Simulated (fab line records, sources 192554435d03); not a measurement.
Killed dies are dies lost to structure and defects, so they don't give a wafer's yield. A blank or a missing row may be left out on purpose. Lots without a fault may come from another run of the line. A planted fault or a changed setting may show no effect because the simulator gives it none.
Split-lot experiment | flow n5_finfet | 7 lots, 21 wafers read, on a route of 1938 steps

THE SPLIT
At N5_BEOL_M15_ETCH_61 (etches BARC in N2/H2, target depth 89 nm, overetch 26.7 nm, time 67.9 s), the setting time_s was moved away from the recipe's 67.9 s on 5 of the 21 wafers read, by -17.6% to +20.4%. The other wafers ran this setting at the recipe's value.

The reading is taken at the split's own step.

THE READING
coat_of_BEOL_M15_COAT_22.thk_nm (the simulator's own value, which no gauge read), in nm, at N5_BEOL_M15_ETCH_61 (etches BARC in N2/H2, target depth 89 nm, overetch 26.7 nm, time 67.9 s). The file gives no usual value for it. The 16 wafers here that ran the recipe average 715.4 nm, standard deviation 4.7 nm.

wafer  | tool, chamber at the split | time_s as run, s | against the recipe | coat_of_BEOL_M15_COAT_22.thk_nm, nm | against lot-mates on the recipe
L075.1 | rie_diel-04, 1             | 67.9             | recipe             | 713                                 | -
L075.2 | rie_diel-04, 2             | 67.9             | recipe             | 717.2                               | -
L075.3 | rie_diel-04, 0             | 67.9             | recipe             | 710.4                               | -
L081.1 | rie_diel-06, 3             | 67.9             | recipe             | 706.4                               | -
L081.2 | rie_diel-06, 0             | 67.9             | recipe             | 707.2                               | -
L081.5 | rie_diel-06, 3             | 55.92            | -17.6%             | 718.2                               | +11.4
L082.1 | rie_diel-04, 2             | 81.78            | +20.4%             | 700                                 | -13.6
L082.2 | rie_diel-04, 1             | 81.78            | +20.4%             | 697.4                               | -16.2
L082.5 | rie_diel-04, 3             | 67.9             | recipe             | 713.6                               | -
L084.3 | rie_diel-02, 1             | 67.9             | recipe             | 718                                 | -
L084.5 | rie_diel-02, 1             | 67.9             | recipe             | 718.2                               | -
L084.6 | rie_diel-02, 0             | 67.9             | recipe             | 721.6                               | -
L094.3 | rie_diel-02, 0             | 62.62            | -7.8%              | 722.6                               | +5.2
L094.4 | rie_diel-02, 3             | 62.62            | -7.8%              | 723                                 | +5.6
L094.5 | rie_diel-02, 0             | 67.9             | recipe             | 717.4                               | -
L096.2 | rie_diel-06, 3             | 67.9             | recipe             | 710.8                               | -
L096.3 | rie_diel-06, 1             | 67.9             | recipe             | 714.4                               | -
L096.4 | rie_diel-06, 2             | 67.9             | recipe             | 716.8                               | -
L097.3 | rie_diel-04, 0             | 67.9             | recipe             | 720.8                               | -
L097.5 | rie_diel-04, 2             | 67.9             | recipe             | 721.2                               | -
L097.6 | rie_diel-04, 3             | 67.9             | recipe             | 719.8                               | -

THE FIT
A straight line over all 21 wafers: coat_of_BEOL_M15_COAT_22.thk_nm changes by -0.665 nm for each +1% of time_s; r = -0.74; the points scatter about the line by 4.9 nm.
The same after taking each lot's own level away (the mean of its wafers on the recipe; 21 wafers): -0.705 nm for each +1%; r = -0.96; scatter 1.7 nm.
On that fit, the largest move of time_s shifts the reading by 14 nm.
The lots' own levels span 706.80 to 720.60 nm, that is 3.0 times the standard deviation above.
So the lot-to-lot level blurs the effect unless lot-mates are compared.
Check: with one of the wafers moved furthest among these (+20.4%) left out of the fit, the line predicts -15 nm for it against its lot-mates. It came out at -13.6 nm against them.

OTHER SPLITS ON THESE WAFERS
These wafers also went through other splits before the reading. Each is held against what the fit with the lots' levels taken away leaves over:
other split on the same wafers    | wafers away from the commonest value | r with coat_of_BEOL_M15_COAT_22.thk_nm (lot level and that fit taken away)
N5_BEOL_M10_COAT_05 spin_rpm      | 7                                    | +0.03
N5_BEOL_M11_COAT_59 spin_rpm      | 8                                    | +0.20
N5_BEOL_M11_COAT_05 spin_rpm      | 5                                    | +0.41
N5_BEOL_M12_COAT_04 spin_rpm      | 6                                    | -0.02
N5_BEOL_M12_DESCUM_15 time_s      | 5                                    | +0.11
N5_BEOL_M14_TRENCH_ETCH_34 bias_w | 5                                    | -0.06
N5_BEOL_M14_SPUTTER_43 power_w    | 7                                    | -0.09

THE FILE'S OWN FIT
coat_of_BEOL_M15_COAT_22.thk_nm changes by -0.694 nm for each +1% of time_s, r = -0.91.
